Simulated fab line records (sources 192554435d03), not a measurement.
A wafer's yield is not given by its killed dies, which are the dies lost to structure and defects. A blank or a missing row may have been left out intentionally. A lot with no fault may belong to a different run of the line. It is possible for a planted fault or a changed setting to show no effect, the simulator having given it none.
Matching of chambers / flow n5_finfet / rie_diel-06 running N5_MOL_CONTACT_COAG_ETCHBACK_132: 4 sister chambers
The step etches SiO2 in CHF3, target depth 10 nm, time 6.7 s. 16 wafers are shown with their chamber, then 8 later ones without.

## WAFERS WITH THEIR CHAMBER
wafer=L074.1; chamber=0; drypump_motor_current_A (A)=4.9; rf_vpp_V (V)=532; showerhead_plenum_p_Torr (Torr)=2.32
wafer=L074.2; chamber=3; drypump_motor_current_A (A)=5.8; rf_vpp_V (V)=522; showerhead_plenum_p_Torr (Torr)=2.37
wafer=L074.3; chamber=1; drypump_motor_current_A (A)=5.1; rf_vpp_V (V)=522; showerhead_plenum_p_Torr (Torr)=2.40
wafer=L075.1; chamber=3; drypump_motor_current_A (A)=5.8; rf_vpp_V (V)=524; showerhead_plenum_p_Torr (Torr)=2.37
wafer=L075.3; chamber=1; drypump_motor_current_A (A)=5.2; rf_vpp_V (V)=522; showerhead_plenum_p_Torr (Torr)=2.40
wafer=L075.5; chamber=0; drypump_motor_current_A (A)=4.9; rf_vpp_V (V)=533; showerhead_plenum_p_Torr (Torr)=2.32
wafer=L078.1; chamber=2; drypump_motor_current_A (A)=6.6; rf_vpp_V (V)=532; showerhead_plenum_p_Torr (Torr)=2.45
wafer=L078.5; chamber=3; drypump_motor_current_A (A)=5.8; rf_vpp_V (V)=523; showerhead_plenum_p_Torr (Torr)=2.37
wafer=L078.6; chamber=0; drypump_motor_current_A (A)=4.9; rf_vpp_V (V)=532; showerhead_plenum_p_Torr (Torr)=2.32
wafer=L087.2; chamber=0; drypump_motor_current_A (A)=4.9; rf_vpp_V (V)=532; showerhead_plenum_p_Torr (Torr)=2.31
wafer=L087.3; chamber=3; drypump_motor_current_A (A)=5.8; rf_vpp_V (V)=523; showerhead_plenum_p_Torr (Torr)=2.36
wafer=L087.5; chamber=0; drypump_motor_current_A (A)=4.9; rf_vpp_V (V)=533; showerhead_plenum_p_Torr (Torr)=2.31
wafer=L089.1; chamber=3; drypump_motor_current_A (A)=5.8; rf_vpp_V (V)=522; showerhead_plenum_p_Torr (Torr)=2.36
wafer=L089.2; chamber=1; drypump_motor_current_A (A)=5.2; rf_vpp_V (V)=522; showerhead_plenum_p_Torr (Torr)=2.39
wafer=L089.3; chamber=2; drypump_motor_current_A (A)=6.6; rf_vpp_V (V)=532; showerhead_plenum_p_Torr (Torr)=2.44
wafer=L091.1; chamber=3; drypump_motor_current_A (A)=5.8; rf_vpp_V (V)=521; showerhead_plenum_p_Torr (Torr)=2.36

SIGNATURES (averages over the wafers above)
reading=drypump_motor_current_A; chamber 0=4.900; chamber 1=5.167; chamber 2=6.600; chamber 3=5.800; scatter within a chamber=0.0236
reading=rf_vpp_V; chamber 0=532.40; chamber 1=522.00; chamber 2=532.00; chamber 3=522.50; scatter within a chamber=0.747
reading=showerhead_plenum_p_Torr; chamber 0=2.3160; chamber 1=2.3967; chamber 2=2.4450; chamber 3=2.3650; scatter within a chamber=0.00568
Rule: for each reading, subtract the chamber's mean from the wafer's reading, divide by that reading's scatter and square the result; add these up over the readings and take the root, which gives the wafer's distance from the chamber. If the next closest chamber is less than 2 further off than the closest, the wafer can't be placed; otherwise it belongs to the closest. The scatter is the square root of a quotient: the sum, over the shown wafers, of each reading's squared deviation from its chamber's mean, divided by wafers minus chambers.

## WAFERS WITH NO CHAMBER GIVEN
wafer=L091.3; drypump_motor_current_A (A)=6.6; rf_vpp_V (V)=531; showerhead_plenum_p_Torr (Torr)=2.44
wafer=L091.6; drypump_motor_current_A (A)=6.6; rf_vpp_V (V)=532; showerhead_plenum_p_Torr (Torr)=2.44
wafer=L092.1; drypump_motor_current_A (A)=4.9; rf_vpp_V (V)=532; showerhead_plenum_p_Torr (Torr)=2.31
wafer=L092.2; drypump_motor_current_A (A)=6.6; rf_vpp_V (V)=532; showerhead_plenum_p_Torr (Torr)=2.44
wafer=L092.4; drypump_motor_current_A (A)=5.8; rf_vpp_V (V)=522; showerhead_plenum_p_Torr (Torr)=2.36
wafer=L095.1; drypump_motor_current_A (A)=5.2; rf_vpp_V (V)=521; showerhead_plenum_p_Torr (Torr)=2.39
wafer=L095.2; drypump_motor_current_A (A)=5.8; rf_vpp_V (V)=521; showerhead_plenum_p_Torr (Torr)=2.36
wafer=L095.4; drypump_motor_current_A (A)=6.6; rf_vpp_V (V)=530; showerhead_plenum_p_Torr (Torr)=2.44

## WHICH CHAMBER EACH WENT THROUGH
wafer=L091.3; from the rows above=2; in truth=2
wafer=L091.6; from the rows above=2; in truth=2
wafer=L092.1; from the rows above=0; in truth=0
wafer=L092.2; from the rows above=2; in truth=2
wafer=L092.4; from the rows above=3; in truth=3
wafer=L095.1; from the rows above=1; in truth=1
wafer=L095.2; from the rows above=3; in truth=3
wafer=L095.4; from the rows above=2; in truth=2
Placed correctly: 8 of 8. Not placeable from these rows: 0. 0 placed wrongly.
